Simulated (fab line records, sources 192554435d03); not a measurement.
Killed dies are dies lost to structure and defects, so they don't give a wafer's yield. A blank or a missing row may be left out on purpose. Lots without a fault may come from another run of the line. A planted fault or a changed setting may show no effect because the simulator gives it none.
Chamber matching | flow n5_finfet | N5_MOL_CONTACT_COAG_ETCH_110 on rie_diel-05: 4 sister chambers
The step etches Si in CF4/O2, target depth 2.5 nm, time 8 s. 4 wafers are shown with their chamber, then 8 later ones without.

WAFERS WITH THEIR CHAMBER
wafer  | chamber | showerhead_plenum_p_Torr (Torr)
L082.5 | 0       | 2.20
L084.5 | 1       | 2.33
L084.6 | 2       | 2.29
L088.2 | 3       | 2.34

WAFERS WITHOUT THEIR CHAMBER
wafer  | showerhead_plenum_p_Torr (Torr)
L088.3 | 2.20
L088.5 | 2.20
L091.1 | 2.19
L091.3 | 2.34
L091.6 | 2.34
L095.1 | 2.34
L095.2 | 2.29
L095.4 | 2.34

WHICH CHAMBER EACH WENT THROUGH
wafer  | from the rows above | in truth
L088.3 | 0                   | 0
L088.5 | 0                   | 0
L091.1 | 0                   | 0
L091.3 | 3                   | 3
L091.6 | 3                   | 3
L095.1 | 3                   | 3
L095.2 | 2                   | 2
L095.4 | 3                   | 3
Placed correctly: 8 of 8. Can't be placed from these rows: 0. Placed wrongly: 0.
How it was worked out, from the rows above alone: a wafer's distance from a chamber is the root of the sum, over the readings, of the square of ((its reading less the chamber's mean) divided by the reading's scatter). The wafer belongs to the nearest chamber; if the next one is less than 2 further off, it can't be placed. A chamber's mean is the mean of its shown wafers. The scatter: with one shown wafer a chamber, the root of the mean of the squares of how far each hidden wafer lies from its nearest shown one.
